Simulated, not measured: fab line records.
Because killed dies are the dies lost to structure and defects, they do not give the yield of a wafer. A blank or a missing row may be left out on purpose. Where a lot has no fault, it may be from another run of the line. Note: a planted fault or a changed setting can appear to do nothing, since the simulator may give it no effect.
Chamber matching :: flow nand-harc :: rie-diel-05 running NHARC_A_CHANNEL_FILL_D1_STRIP_28: 4 sister chambers
The step strips in O2, time 20 s. 14 wafers are shown with their chamber, then 7 later ones without.

## EACH WAFER AND ITS CHAMBER
wafer: L075.1
chamber: 2
showerhead-plenum-p-Torr (Torr): 3.69
drypump-motor-current-A (A): 5.2
oes-product-au (a.u.): 1.006

wafer: L075.2
chamber: 3
showerhead-plenum-p-Torr (Torr): 3.69
drypump-motor-current-A (A): 5.7
oes-product-au (a.u.): 1.033

wafer: L075.6
chamber: 2
showerhead-plenum-p-Torr (Torr): 3.69
drypump-motor-current-A (A): 5.2
oes-product-au (a.u.): 1.002

wafer: L078.2
chamber: 0
showerhead-plenum-p-Torr (Torr): 3.72
drypump-motor-current-A (A): 5.9
oes-product-au (a.u.): 1.021

wafer: L078.5
chamber: 3
showerhead-plenum-p-Torr (Torr): 3.69
drypump-motor-current-A (A): 5.7
oes-product-au (a.u.): 1.011

wafer: L078.6
chamber: 0
showerhead-plenum-p-Torr (Torr): 3.72
drypump-motor-current-A (A): 5.9
oes-product-au (a.u.): 1.010

wafer: L081.1
chamber: 3
showerhead-plenum-p-Torr (Torr): 3.68
drypump-motor-current-A (A): 5.7
oes-product-au (a.u.): 1.003

wafer: L081.5
chamber: 1
showerhead-plenum-p-Torr (Torr): 3.52
drypump-motor-current-A (A): 5.2
oes-product-au (a.u.): 0.988

wafer: L081.6
chamber: 2
showerhead-plenum-p-Torr (Torr): 3.68
drypump-motor-current-A (A): 5.2
oes-product-au (a.u.): 0.995

wafer: L083.1
chamber: 2
showerhead-plenum-p-Torr (Torr): 3.68
drypump-motor-current-A (A): 5.2
oes-product-au (a.u.): 1.002

wafer: L083.3
chamber: 0
showerhead-plenum-p-Torr (Torr): 3.72
drypump-motor-current-A (A): 5.9
oes-product-au (a.u.): 1.009

wafer: L083.5
chamber: 2
showerhead-plenum-p-Torr (Torr): 3.68
drypump-motor-current-A (A): 5.3
oes-product-au (a.u.): 0.998

wafer: L088.1
chamber: 2
showerhead-plenum-p-Torr (Torr): 3.68
drypump-motor-current-A (A): 5.2
oes-product-au (a.u.): 1.008

wafer: L088.3
chamber: 1
showerhead-plenum-p-Torr (Torr): 3.52
drypump-motor-current-A (A): 5.2
oes-product-au (a.u.): 0.995

SIGNATURES (averages over the wafers above)
reading: showerhead-plenum-p-Torr
chamber 0: 3.7200
chamber 1: 3.5200
chamber 2: 3.6833
chamber 3: 3.6867
scatter within a chamber: 0.00447

reading: drypump-motor-current-A
chamber 0: 5.900
chamber 1: 5.200
chamber 2: 5.217
chamber 3: 5.700
scatter within a chamber: 0.0289

reading: oes-product-au
chamber 0: 1.01333
chamber 1: 0.99150
chamber 2: 1.00183
chamber 3: 1.01567
scatter within a chamber: 0.00844
Rule: a wafer lies at a distance from a chamber equal to the root of the sum of squares, over the readings, of (its reading less the chamber's mean, divided by the reading's scatter). If the next closest chamber is less than 2 further off than the closest, the wafer can't be placed; otherwise it belongs to the closest. The scatter is the square root of a quotient: the sum, over the shown wafers, of each reading's squared deviation from its chamber's mean, divided by wafers minus chambers.

## WAFERS WHOSE CHAMBER IS MISSING
wafer: L088.4
showerhead-plenum-p-Torr (Torr): 3.68
drypump-motor-current-A (A): 5.7
oes-product-au (a.u.): 1.010

wafer: L090.1
showerhead-plenum-p-Torr (Torr): 3.68
drypump-motor-current-A (A): 5.7
oes-product-au (a.u.): 1.013

wafer: L090.3
showerhead-plenum-p-Torr (Torr): 3.68
drypump-motor-current-A (A): 5.2
oes-product-au (a.u.): 1.009

wafer: L090.5
showerhead-plenum-p-Torr (Torr): 3.51
drypump-motor-current-A (A): 5.3
oes-product-au (a.u.): 0.987

wafer: L092.1
showerhead-plenum-p-Torr (Torr): 3.68
drypump-motor-current-A (A): 5.7
oes-product-au (a.u.): 1.019

wafer: L092.3
showerhead-plenum-p-Torr (Torr): 3.51
drypump-motor-current-A (A): 5.2
oes-product-au (a.u.): 1.001

wafer: L092.5
showerhead-plenum-p-Torr (Torr): 3.51
drypump-motor-current-A (A): 5.2
oes-product-au (a.u.): 1.003

## CHAMBER TAKEN BY EACH
wafer: L088.4
from the rows above: 3
in truth: 3

wafer: L090.1
from the rows above: 3
in truth: 3

wafer: L090.3
from the rows above: 2
in truth: 2

wafer: L090.5
from the rows above: 1
in truth: 1

wafer: L092.1
from the rows above: 3
in truth: 3

wafer: L092.3
from the rows above: 1
in truth: 1

wafer: L092.5
from the rows above: 1
in truth: 1
7 of 7 placed correctly. Number that these rows cannot place: 0. 0 placed wrongly.
